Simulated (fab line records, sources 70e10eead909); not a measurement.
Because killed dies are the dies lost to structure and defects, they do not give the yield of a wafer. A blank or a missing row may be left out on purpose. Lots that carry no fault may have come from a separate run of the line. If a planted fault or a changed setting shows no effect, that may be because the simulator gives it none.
Chamber matching || flow nand_harc || NHARC_P_M0_CMP_23 on cmp-04 has 4 sister chambers
The step polishes, t overpolish 20 s, target thk 117.54 nm. 4 wafers are shown with their chamber, then 9 later ones without.

## WAFERS, EACH WITH ITS CHAMBER
{"wafer": "L341.4", "chamber": 2, "motor_current_A (A)": 12.1}
{"wafer": "L344.5", "chamber": 0, "motor_current_A (A)": 10.5}
{"wafer": "L351.2", "chamber": 3, "motor_current_A (A)": 12.1}
{"wafer": "L351.5", "chamber": 1, "motor_current_A (A)": 11.6}

## WAFERS WITHOUT THEIR CHAMBER
{"wafer": "L353.1", "motor_current_A (A)": 12.3}
{"wafer": "L353.4", "motor_current_A (A)": 12.1}
{"wafer": "L353.5", "motor_current_A (A)": 12.2}
{"wafer": "L356.3", "motor_current_A (A)": 12.8}
{"wafer": "L356.4", "motor_current_A (A)": 12.3}
{"wafer": "L356.5", "motor_current_A (A)": 12.2}
{"wafer": "L360.3", "motor_current_A (A)": 12.3}
{"wafer": "L360.4", "motor_current_A (A)": 12.7}
{"wafer": "L360.5", "motor_current_A (A)": 10.3}

## CHAMBER TAKEN BY EACH
{"wafer": "L353.1", "from the rows above": "can't be placed: 2 or 3 or 1", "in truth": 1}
{"wafer": "L353.4", "from the rows above": "can't be placed: 2 or 3 or 1", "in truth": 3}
{"wafer": "L353.5", "from the rows above": "can't be placed: 2 or 3 or 1", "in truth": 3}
{"wafer": "L356.3", "from the rows above": "can't be placed: 2 or 3 or 1", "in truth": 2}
{"wafer": "L356.4", "from the rows above": "can't be placed: 2 or 3 or 1", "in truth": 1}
{"wafer": "L356.5", "from the rows above": "can't be placed: 2 or 3 or 1", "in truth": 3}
{"wafer": "L360.3", "from the rows above": "can't be placed: 2 or 3 or 1", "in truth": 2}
{"wafer": "L360.4", "from the rows above": "can't be placed: 2 or 3 or 1", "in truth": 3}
{"wafer": "L360.5", "from the rows above": 0, "in truth": 0}
Correct placement for 1 of the 9. Not placeable from these rows: 8 (in 8, the candidates include the true chamber). Wrongly placed: 0.
How it was worked out, from the rows above alone: a wafer's distance from a chamber is the root of the sum, over the readings, of the square of ((its reading less the chamber's mean) divided by the reading's scatter). The wafer belongs to the nearest chamber; if the next one is less than 2 further off, it can't be placed. The mean given for a chamber averages the wafers shown for that chamber. The scatter (one wafer shown for each chamber): square how far every hidden wafer sits from the nearest shown wafer, average those squares and take the square root.
